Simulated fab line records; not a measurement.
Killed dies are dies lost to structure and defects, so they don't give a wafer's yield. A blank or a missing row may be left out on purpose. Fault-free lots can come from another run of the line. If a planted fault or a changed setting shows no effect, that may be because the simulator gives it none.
The tool behind it: which one? + flow n5Finfet + 10 lots, 30 wafers sampled, at 6 steps of a route of 1938

## WHAT THE GAUGES READ, wafer by wafer
N5_BEOL_M2_CD_MEAS_11: the cd target is 16.79 nm. Usual: cdNm reads 16.82 nm (standard deviation 0.21).
| lot  | measured     | on       | cdNm (nm)         | flag |
|------|--------------|----------|-------------------|------|
| L981 | day 6 17:19  | cdSem-01 | 16.67 17.10 16.86 |      |
| L986 | day 7 20:00  | cdSem-01 | 17.17 16.91 17.16 |      |
| L988 | day 8 11:38  | cdSem-03 | 16.38 16.49 17.12 |      |
| L989 | day 8 19:40  | cdSem-01 | 17.01 16.60 16.66 |      |
| L990 | day 9 12:45  | cdSem-03 | 16.90 17.06 16.61 |      |
| L991 | day 9 16:58  | cdSem-02 | 16.66 16.70 16.91 |      |
| L996 | day 10 10:59 | cdSem-03 | 16.52 16.59 16.64 |      |
| L999 | day 11 03:05 | cdSem-02 | 17.15 17.29 16.74 |      |
| L102 | day 12 02:43 | cdSem-01 | 16.75 17.05 16.96 |      |
| L103 | day 12 07:01 | cdSem-03 | 16.72 16.51 16.46 |      |

N5_BEOL_M2_OVL_MEAS_12. Usual: M2_OVL gives 0.1 nm (standard deviation 0.64).
| lot  | measured     | on         | M2_OVL (nm)   | flag |
|------|--------------|------------|---------------|------|
| L981 | day 6 17:22  | overlay-01 | 1.3 -0.2 0.0  |      |
| L986 | day 7 20:02  | overlay-01 | 0.2 0.3 0.7   |      |
| L988 | day 8 11:40  | overlay-01 | 9.4 9.5 8.7   | OFF  |
| L989 | day 8 19:42  | overlay-01 | -0.2 0.2 -0.1 |      |
| L990 | day 9 12:47  | overlay-02 | 0.3 0.3 0.0   |      |
| L991 | day 9 17:01  | overlay-02 | 8.3 8.5 7.3   | OFF  |
| L996 | day 10 11:01 | overlay-01 | -1.8 0.1 0.1  |      |
| L999 | day 11 03:08 | overlay-01 | 0.3 1.0 1.0   |      |
| L102 | day 12 02:45 | overlay-02 | -0.2 0.0 0.0  |      |
| L103 | day 12 07:02 | overlay-01 | -0.1 -0.1 0.8 |      |

N5_BEOL_M2_INSPECT_13: inspects for defects (brightfield). Usual: rawDefectCount reads 423 (standard deviation 110).
| lot  | measured     | on               | rawDefectCount | flag |
|------|--------------|------------------|----------------|------|
| L981 | day 6 17:25  | defectInspect-02 | 384 554 609    |      |
| L986 | day 7 20:05  | defectInspect-01 | 615 663 604    |      |
| L988 | day 8 11:44  | defectInspect-02 | 397 432 319    |      |
| L989 | day 8 19:44  | defectInspect-01 | 463 414 543    |      |
| L990 | day 9 12:50  | defectInspect-02 | 335 328 261    |      |
| L991 | day 9 17:04  | defectInspect-02 | 386 393 377    |      |
| L996 | day 10 11:04 | defectInspect-02 | 263 478 487    |      |
| L999 | day 11 03:11 | defectInspect-01 | 488 330 264    |      |
| L102 | day 12 02:49 | defectInspect-01 | 402 485 444    |      |
| L103 | day 12 07:06 | defectInspect-01 | 432 376 399    |      |

N5_BEOL_M4_RC_MEAS_101. Usual: DIBL_N 36.4 mV/V, standard deviation 1.5; DIBL_P 35.8 mV/V, standard deviation 1.7; IOFF_N 0.154 nA/um, standard deviation 0.022; IOFF_P 0.21 nA/um, standard deviation 0.031; ION_N 672 uA/um, standard deviation 8.8; ION_P 462 uA/um, standard deviation 7.2; SS_N 71.5 mV/dec, standard deviation 0.53; SS_P 73.2 mV/dec, standard deviation 0.62; VT_N 250.4 mV, standard deviation 2.5; VT_P -250 mV, standard deviation 3.5.
| lot  | measured     | on        | DIBL_N (mV/V)  | DIBL_P (mV/V)  | IOFF_N (nA/um)    | IOFF_P (nA/um) | ION_N (uA/um) | ION_P (uA/um) | SS_N (mV/dec)  | SS_P (mV/dec)  | VT_N (mV)         | VT_P (mV)      | flag |
|------|--------------|-----------|----------------|----------------|-------------------|----------------|---------------|---------------|----------------|----------------|-------------------|----------------|------|
| L981 | day 7 23:47  | prober-02 | 34.1 34.6 33.9 | 33.9 33.9 33.5 | 0.133 0.134 0.132 | 0.19 0.19 0.19 | 656 662 662   | 460 461 458   | 71.0 71.0 71.2 | 72.6 72.5 71.9 | 250.9 250.6 251.0 | -253 -251 -251 |      |
| L986 | day 9 13:22  | prober-02 | 33.9 34.0 33.9 | 33.6 33.7 33.1 | 0.131 0.127 0.124 | 0.21 0.20 0.20 | 672 672 668   | 476 470 465   | 71.3 71.7 71.7 | 72.9 72.5 72.6 | 252.0 253.0 250.6 | -247 -248 -248 |      |
| L988 | day 10 07:44 | prober-02 | 36.9 35.0 33.3 | 35.8 32.7 30.2 | 0.173 0.126 0.109 | 0.23 0.18 0.15 | 685 672 667   | 470 463 459   | 71.2 71.3 70.4 | 73.4 73.2 71.5 | 246.9 252.6 251.0 | -246 -253 -253 |      |
| L989 | day 11 07:40 | prober-01 | 36.3 36.8 36.4 | 37.0 37.3 37.7 | 0.138 0.147 0.150 | 0.22 0.22 0.22 | 667 666 674   | 464 465 465   | 70.6 71.3 71.2 | 72.6 73.3 73.1 | 252.3 250.6 250.0 | -249 -247 -245 |      |
| L990 | day 11 06:26 | prober-01 | 37.1 35.9 34.3 | 36.8 35.9 34.1 | 0.153 0.133 0.112 | 0.19 0.18 0.16 | 664 659 663   | 449 456 458   | 71.8 71.8 71.4 | 73.2 73.1 72.6 | 253.2 252.5 255.3 | -255 -252 -252 |      |
| L991 | day 11 04:04 | prober-01 | 37.0 35.6 37.3 | 35.7 34.9 37.0 | 0.159 0.139 0.179 | 0.23 0.21 0.25 | 670 667 684   | 468 463 477   | 72.1 71.1 71.4 | 72.6 72.8 73.5 | 249.8 251.1 246.8 | -246 -246 -245 |      |
| L996 | day 12 19:08 | prober-01 | 35.9 34.9 35.6 | 36.6 36.3 36.3 | 0.159 0.158 0.160 | 0.20 0.21 0.20 | 665 678 676   | 456 465 460   | 72.0 70.8 71.3 | 73.6 73.4 73.5 | 249.8 247.3 253.7 | -255 -250 -251 |      |
| L999 | day 12 23:16 | prober-01 | 35.4 38.2 38.8 | 35.9 39.0 39.3 | 0.148 0.212 0.219 | 0.21 0.28 0.29 | 682 695 686   | 465 480 467   | 70.6 71.5 71.9 | 73.6 73.9 73.8 | 249.6 244.6 246.8 | -249 -244 -241 |      |
| L102 | day 13 09:31 | prober-02 | 36.4 37.1 34.9 | 36.2 37.2 35.0 | 0.147 0.164 0.129 | 0.24 0.26 0.23 | 668 676 668   | 468 473 471   | 71.5 72.2 71.3 | 73.6 72.9 73.0 | 252.1 247.9 251.7 | -247 -245 -245 |      |
| L103 | day 13 12:50 | prober-01 | 35.1 36.8 36.6 | 33.8 36.1 35.9 | 0.138 0.174 0.166 | 0.20 0.25 0.23 | 674 677 688   | 470 461 474   | 71.1 72.0 71.8 | 72.7 73.0 73.3 | 249.0 248.0 248.0 | -247 -247 -248 |      |

## WHICH TOOL RAN EACH LOT (tool, then ch and the chambers of the sampled wafers, then the start)
| lot  | N5_BEOL_M2_HM_DEP_02        | N5_BEOL_M2_EXPOSE_08             |
|------|-----------------------------|----------------------------------|
| L981 | pvdSputter-03, day 6 16:48  | euvScanner-02 ch 0, day 6 17:12  |
| L986 | pvdSputter-03, day 7 19:29  | euvScanner-02 ch 0, day 7 19:52  |
| L988 | pvdSputter-02, day 8 11:14  | euvScanner-02 ch 0, day 8 11:31  |
| L989 | pvdSputter-03, day 8 19:02  | euvScanner-01 ch 0, day 8 19:32  |
| L990 | pvdSputter-01, day 9 12:21  | euvScanner-01 ch 0, day 9 12:37  |
| L991 | pvdSputter-01, day 9 16:27  | euvScanner-02 ch 0, day 9 16:51  |
| L996 | pvdSputter-02, day 10 10:35 | euvScanner-01 ch 0, day 10 10:51 |
| L999 | pvdSputter-02, day 11 02:34 | euvScanner-01 ch 0, day 11 02:59 |
| L102 | pvdSputter-02, day 12 02:19 | euvScanner-01 ch 0, day 12 02:35 |
| L103 | pvdSputter-03, day 12 06:33 | euvScanner-01 ch 0, day 12 06:53 |
- N5_BEOL_M2_HM_DEP_02: deposits TiN, target thk 20 nm.
- N5_BEOL_M2_EXPOSE_08: exposes mask M2.

## WHAT THE TOOLS THEMSELVES READ (means of the sampled wafers that have a number; where no wafer has one, the mark that the record gives instead)
N5_BEOL_M2_HM_DEP_02. Usual: throttleValvePct reads 29.8 % (standard deviation 1.2).
| lot  | tool          | throttleValvePct (%) | flag |
|------|---------------|----------------------|------|
| L981 | pvdSputter-03 | 29.1                 |      |
| L986 | pvdSputter-03 | 29.6                 |      |
| L988 | pvdSputter-02 | 29.9                 |      |
| L989 | pvdSputter-03 | 30.4                 |      |
| L990 | pvdSputter-01 | 29.5                 |      |
| L991 | pvdSputter-01 | 30.2                 |      |
| L996 | pvdSputter-02 | 30.0                 |      |
| L999 | pvdSputter-02 | 30.0                 |      |
| L102 | pvdSputter-02 | 30.0                 |      |
| L103 | pvdSputter-03 | 29.2                 |      |

## THE ANSWER, worked out from the rows above alone
Rule: a lot is off if the mean of its wafers that have a number lies more than 3 standard deviations from the usual mean. A lot without any number at a reading at which 4 lots or more have one is off too. Any other lot the step has rows for is counted as sound. After the gauges, taken in route order, come the tools' own readings; for these a lot's mean is taken, as printed above. The first step at which some lot is off is used, and at that step the reading that is off furthest; a lot without a number counts as furthest.
Off: L988, L991, seen at N5_BEOL_M2_OVL_MEAS_12 (M2_OVL).
If a tool, at a process step before that reading, ran all the lots that are off and no sound lot after the first of them, it fits. Gauges at N5_BEOL_M2_OVL_MEAS_12: tried the same way as those tools. One candidate fits, namely euvScanner-02 at N5_BEOL_M2_EXPOSE_08. Its last sound lot is L986 (day 7 19:52), its first lot that is off L988 (day 8 11:31): a fault that began between those two fits.

## WHAT WAS PUT IN BY THE SIMULATOR
Scanner matching overlay: euvScanner-02, from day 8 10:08 on, at N5_BEOL_M2_EXPOSE_08. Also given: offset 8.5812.
Shown lots that were struck: L988, L991. The rule above reached the same finding.
